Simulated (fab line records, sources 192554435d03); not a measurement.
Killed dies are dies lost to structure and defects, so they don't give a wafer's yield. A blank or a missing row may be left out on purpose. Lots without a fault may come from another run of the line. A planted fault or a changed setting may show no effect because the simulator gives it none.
fab line records | flow n5_finfet
record lots=4 wafers=12 last_day=17
route steps=1938 shown BEOL_M3@947 BEOL_M4@1111 PASSIVATION@1936
lots that met no fault: from a run of the same line without faults
start_h: hours from the record's first day to the start of the lot's first wafer shown | wait_h: hours since the lot's step before | " the same as in the row above | L1.1+2: a row that stands for several wafers | - no value, or no start given | * or withheld: withheld | < > ~ a bound
route shown NAME@n: a module of which the file shows steps, and the number in the route of the first | usual: mean/standard deviation of fault-free wafers | same: alike in all rows | chamber/n: place in a boat | sites: the reading at each site | _std_site: their standard deviation | _edge_site: outer sites' mean less inner sites' | radius_mm: how far each site lies from the wafer's centre | mask NAME#n: copy n | behind: the tool/chamber that last shaped the wafer | hold: why the lot was held/for how many hours/how that ended | device: the transistor (n, p or np) that didn't switch | end of line: the same wafers' tests at the end of the route | a step without rows: its recipe alone | killed: dies lost to structure and defects at the first sort, not the wafer's yield | map: a wafer's dies, x killed, . not, _ none there
set.NAME: the setting as run; set.NAME@STEP: as run at that earlier step | model.NAME: the simulator's own value behind a step, which no gauge read
lots at some steps of the route; a table a step, a row a wafer
services: from which hour (start_h, from the record's first day; less than 0 if before it) a tool's chamber was out of use, for how many hours, and why
## steps
# step N5_BEOL_M3_DESCUM_16
# recipe chemistry=O2 time_s=7 source_power_w=50 bias_power_w=20 pressure_mtorr=20 rf_frequency_hz=2.712e+07 temp_c=40 resist=CAR-EUV o2_flow_sccm=225
# step N5_BEOL_M3_ETCH_74
# recipe chemistry=N2/H2 target=underlayer target_depth_a=65 mask_material=CAR-EUV time_s=5.2 ion_energy_ev=200 pressure_mtorr=30 source_w=840 bias_w=150 n2_flow_sccm=200 h2_flow_sccm=200 ends=cleared
# step N5_BEOL_M3_ETCH_63
# recipe chemistry=CF4 target=SiARC target_depth_a=156 mask_material=CAR-EUV time_s=26 ion_energy_ev=80 pressure_mtorr=40 source_w=545 bias_w=36 Ar_flow_sccm=100 cf4_flow_sccm=100 ends=cleared
# step N5_BEOL_M3_ETCH_64
# recipe chemistry=N2/H2 target=SOC target_depth_a=750 overetch_a=150 mask_material=SiARC temp_c=40 time_s=112.5 ion_energy_ev=200 pressure_mtorr=30 source_w=840 bias_w=150 n2_flow_sccm=200 h2_flow_sccm=200
# step N5_BEOL_M3_STRIP_65
# recipe chemistry=N2/H2 temp_c=40 n2_flow_sccm=200 h2_flow_sccm=200 rf_frequency_hz=6e+07
# step N5_BEOL_M3_STRIP_75
# recipe chemistry=N2/H2 temp_c=40 n2_flow_sccm=200 h2_flow_sccm=200 rf_frequency_hz=6e+07
# step N5_BEOL_M3_STRIP_66
# recipe chemistry=CF4 resist=SiARC power_w=300 bias_power_w=75 pressure_mtorr=50 cf4_flow_sccm=150 rf_frequency_hz=6e+07
# step N5_BEOL_M3_HM_OPEN_17
# recipe chemistry=Cl2/BCl3 target_depth_a=200 overetch_a=60 target=TiN mask_material=SOC ion_energy_ev=150 pressure_mtorr=10 icp_w=1000 bias_w=126 Cl2_flow_sccm=53.25 bcl3_flow_sccm=21.75 Ar_flow_sccm=25
# step N5_BEOL_M3_STRIP_19
# recipe chemistry=O2 power_w=400 temp_c=40 pressure_mtorr=30 rf_frequency_hz=6e+07 bias_power_w=0 overash_fraction=0.2 o2_flow_sccm=225
# step N5_BEOL_M3_COAT_67
# recipe resist=SOC temp_c=250 time_s=60 spin_rpm=1500 resist_thk_nm=60
# step N5_BEOL_M3_COAT_68
# recipe resist=SiARC temp_c=220 time_s=60 spin_rpm=1500 resist_thk_nm=12
# step N5_BEOL_M3_COAT_76
# recipe resist=underlayer temp_c=205 time_s=60 spin_rpm=1500 resist_thk_nm=5
# usual spin_speed_rpm=1500.1/0.93
# columns lot.wafer tool chamber start_h wait_h spin_speed_rpm
L775.3 litho_track-05 0 175.29 - 1460.1
L775.4 " 0 " " 1461.1
L775.5 " 0 " " 1461.0
L779.2 litho_track-05 0 194.18 - 1460.1
L779.5 " 0 " " 1459.1
L779.6 " 0 " " 1459.6
L786.1 litho_track-04 0 247.50 - 1498.9
L786.2 " 0 " " 1498.7
L786.5 " 0 " " 1498.5
L792.1 litho_track-05 0 272.92 - 1498.7
L792.2 " 0 " " 1500.0
L792.3 " 0 " " 1499.3
# step N5_BEOL_M3_COAT_22
# recipe resist=CAR-EUV spin_rpm=1500 resist_thk_nm=30
# step N5_BEOL_M3_EBR_24
# recipe solvent=PGMEA ebr_width_mm=1.5
# step N5_BEOL_M3_SOFTBAKE_23
# recipe temp_c=110 time_s=60 resist=CAR-EUV
# step N5_BEOL_M3_EXPOSE_25
# recipe mask_id=V2 na=0.33 source_shape=quasar sigma_inner=0.2 sigma_outer=0.8 polarization=unpolarized defocus_nm=5 dose_mj=63
# step N5_BEOL_M3_PEB_26
# recipe peb_temp_c=100 peb_time_s=60 resist=CAR-EUV
# step N5_BEOL_M3_DEVELOP_27
# recipe develop_time_s=30 developer=TMAH resist=CAR-EUV rinse_liquid=surfactant_rinse dry=air_spin dev_temp_c=23
# step N5_BEOL_M3_DESCUM_33
# recipe chemistry=O2 time_s=7 source_power_w=50 bias_power_w=20 pressure_mtorr=20 rf_frequency_hz=2.712e+07 temp_c=40 resist=CAR-EUV o2_flow_sccm=225
# step N5_BEOL_M3_ETCH_77
# recipe chemistry=N2/H2 target=underlayer target_depth_a=65 mask_material=CAR-EUV time_s=5.2 ion_energy_ev=200 pressure_mtorr=30 source_w=840 bias_w=150 n2_flow_sccm=200 h2_flow_sccm=200 ends=cleared
# usual drypump_motor_current_A=5.5/0.37 etch_rf_on_time_s=5.17/0.19 h2_flow_sccm=200.0/0.64 oes_product_au=0.65/0.069 rf_vpp_V=524.0/2.5 showerhead_plenum_p_Torr=2.55/0.077 throttle_valve_pct=17.84/0.3
# columns lot.wafer tool chamber start_h wait_h drypump_motor_current_A etch_rf_on_time_s h2_flow_sccm oes_product_au rf_hours_counter_h rf_vpp_V showerhead_plenum_p_Torr throttle_valve_pct model.etch.depth_nm
L775.3 rie_diel-06 0 175.73 0.0 5.3 4.96 201.1 0.65 158 525.9 2.66 17.95 5.052
L775.4 " 3 " " 4.9 5.21 200.2 0.59 220 518.6 2.39 18.15 5.065
L775.5 " 3 " " 4.9 5.14 199.7 0.61 - 520.7 2.39 18.16 5.075
L779.2 rie_diel-02 3 194.74 0.0 5.7 5.46 199.3 0.59 234 523.0 2.51 18.22 5.103
L779.5 " 2 " " 5.6 5.52 199.7 0.58 - 526.2 2.58 17.69 5.089
L779.6 " 1 " " 5.9 5.44 199.1 0.60 - 521.8 2.51 17.68 5.078
L786.1 rie_diel-06 1 248.34 0.0 6.0 5.06 199.8 0.58 235 525.8 2.62 18.27 5.01
L786.2 " 2 " " 5.0 4.94 200.7 0.73 81 526.7 2.57 17.72 5.009
L786.5 " 3 " " 4.9 5.00 200.1 0.59 - 520.0 2.38 18.20 5.002
L792.1 rie_diel-02 2 273.77 0.0 5.6 5.26 198.6 0.79 21 525.2 2.57 17.31 5.028
L792.2 " 1 " " 5.9 5.34 200.3 0.59 241 524.3 2.50 17.72 4.989
L792.3 " 0 " " 5.9 5.45 199.1 0.70 72 524.3 2.55 17.52 5.012
# step N5_BEOL_M3_ETCH_69
# recipe chemistry=CF4 target=SiARC target_depth_a=156 mask_material=CAR-EUV time_s=26 ion_energy_ev=80 pressure_mtorr=40 source_w=545 bias_w=36 Ar_flow_sccm=100 cf4_flow_sccm=100 ends=cleared
# step N5_BEOL_M4_RC_MEAS_101
# usual DIBL_N=36.0/2 DIBL_P=35.9/2.5 IOFF_N=0.16/0.038 IOFF_P=0.21/0.04 ION_N=675/14 ION_P=462/9.4 SS_N=71.5/0.75 SS_P=73.2/0.74 VT_N=250/3.9 VT_P=-251/3.2
# columns lot.wafer tool chamber start_h wait_h DIBL_N[mV/V] DIBL_P[mV/V] IOFF_N[nA/um] IOFF_P[nA/um] ION_N[uA/um] ION_P[uA/um] SS_N[mV/dec] SS_P[mV/dec] VT_N[mV] VT_P[mV]
L775.3 prober-01 0 197.43 0.3 39.6 40.5 0.21 0.26 679 463 72.7 73.6 247 -250
L775.4 " 0 " " 35.5 36.5 0.13 0.19 644 446 70.8 73.6 255 -254
L775.5 " 0 " " 38.2 37.5 0.19 0.20 671 452 72.4 74.1 249 -255
L779.2 prober-02 0 212.50 0.2 39.8 37.9 0.24 0.31 702 481 72.4 73.9 243 -243
L779.5 " 0 " " 39.0 38.8 0.23 0.35 714 496 71.3 73.9 244 -241
L779.6 " 0 " " 32.1 29.1 0.09 0.15 659 465 70.7 71.1 257 -249
L786.1 prober-01 0 267.94 0.0 36.5 35.5 0.16 0.18 661 451 71.1 72.7 249 -250
L786.2 " 0 " " 32.4 33.8 0.12 0.18 688 483 70.5 72.6 251 -251
L786.5 " 0 " " 35.1 36.1 0.15 0.20 675 463 70.7 72.5 248 -251
L792.1 prober-01 0 295.73 0.0 38.2 37.8 0.19 0.24 693 472 72.2 73.3 247 -250
L792.2 " 0 " " 35.3 35.8 0.12 0.22 653 462 70.7 73.6 254 -250
L792.3 " 0 " " 38.5 37.4 0.18 0.24 668 457 72.6 73.9 251 -250
# step N5_PASSIVATION_PROBE_49
# usual defect_limited_yield=91.3/1.5 killed_at_M0_to_M3=33/12 killed_at_M4_up=15/5.2 killed_at_contacts=12/5.1 killed_at_front_end=39/11 killed_at_other=5/3.6 killed_dies=103/18 killed_on_rim=14/4.3 killed_open=67/13 killed_short=33/7.8 sort_bin_5_function=5.1/0.96 sort_bin_6_memory=3.2/0.71 sort_n_pass=1077/18 sort_yield_pct=91.3/1.5
# same gross_dies=1180 killed_at_back_side=0 sort_bin_4_leakage[%]=0 sort_bin_8_speed[%]=0
# columns lot.wafer tool chamber start_h wait_h defect_limited_yield[%] killed_at_M0_to_M3 killed_at_M4_up killed_at_contacts killed_at_front_end killed_at_other killed_dies killed_on_rim killed_open killed_short sort_bin_5_function[%] sort_bin_6_memory[%] sort_n_pass sort_yield_pct[%]
L779.2 prober-02 - 306.16 0.1 88.2 67 13 12 46 1 139 22 104 33 6.6 4.9 1041 88.2
L779.5 prober-02 - 306.31 0.2 91.0 43 20 6 32 5 106 18 71 34 4.7 3.9 1074 91.0
L779.6 prober-02 - 306.36 0.3 90.8 46 8 6 44 4 108 19 73 35 5.5 3.2 1072 90.8
L786.5 prober-02 - 366.33 0.2 90.4 46 13 23 29 2 113 14 77 33 5.1 4.3 1067 90.4
# killed by level:class
L779.2 BEOL_M1:geometric_particle:open=16 BEOL_M3:geometric_particle:open=14 MOL_CONTACT_COAG:geometric_particle:open=12 BEOL_M2:geometric_particle:open=11 FIN_SAQP:geometric_particle:open=10 BEOL_M0_SAQP:geometric_particle:open=9 FIN_SAQP:geometric_particle:short=8 BEOL_M0_SAQP:geometric_particle:short=8
L779.5 FIN_SAQP:geometric_particle:open=12 BEOL_M3:geometric_particle:open=10 BEOL_M0_SAQP:geometric_particle:short=8 BEOL_M1:geometric_particle:open=7 FIN_SAQP:geometric_particle:short=6 BEOL_M2:geometric_particle:open=5 BEOL_M4:geometric_particle:open=5 BEOL_M5:geometric_particle:open=5
L779.6 STI_FIN_REVEAL:geometric_particle:open=9 BEOL_M1:geometric_particle:open=8 BEOL_M3:geometric_particle:open=8 BEOL_M0_SAQP:geometric_particle:open=7 DUMMY_GATE:geometric_particle:open=6 MOL_CONTACT_COAG:geometric_particle:open=6 BEOL_M2:geometric_particle:open=6 BEOL_M3:geometric_particle:short=6
L786.5 MOL_CONTACT_COAG:geometric_particle:open=20 STI_FIN_REVEAL:geometric_particle:open=12 BEOL_M1:geometric_particle:open=9 BEOL_M3:geometric_particle:open=9 BEOL_M0_SAQP:geometric_particle:short=7 BEOL_M0_SAQP:geometric_particle:open=6 BEOL_M2:geometric_particle:open=5 BEOL_M3:geometric_particle:short=5
## services
# columns tool chamber start_h hours kind
rie_diel-02 1 178.83 7.1 repair
rie_diel-02 2 196.07 - clean
rie_diel-02 2 196.07 - consumable_replace:focus_ring
rie_diel-02 2 196.07 16.8 scheduled_down
rie_diel-02 2 196.07 16.8 vent_cycle
litho_track-05 - 200.56 - consumable_replace:filter
rie_diel-02 3 236.85 - clean
rie_diel-02 3 236.85 - consumable_replace:focus_ring
rie_diel-02 3 236.85 19.3 scheduled_down
rie_diel-02 3 236.85 19.3 vent_cycle
rie_diel-02 3 266.56 10.3 repair
## key
first_sign step=N5_BEOL_M3_COAT_76 reading=spin_speed_rpm direction=down sigmas=43 usual=* struck=*
effect none on later readings
model_effect step=N5_BEOL_M3_ETCH_77 value=etch.depth_nm without=5.008 struck=5.077
met_at N5_BEOL_M3_COAT_76
struck_wafers L775.3,L775.4,L775.5,L779.2,L779.5,L779.6
fault kind=process_parameter_drift tool=litho_track-05 chamber=- onset_h=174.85 steps=N5_BEOL_M3_COAT_76 channel=spin_rpm offset=* shape=step end_h=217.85 acts_in=* stated=*
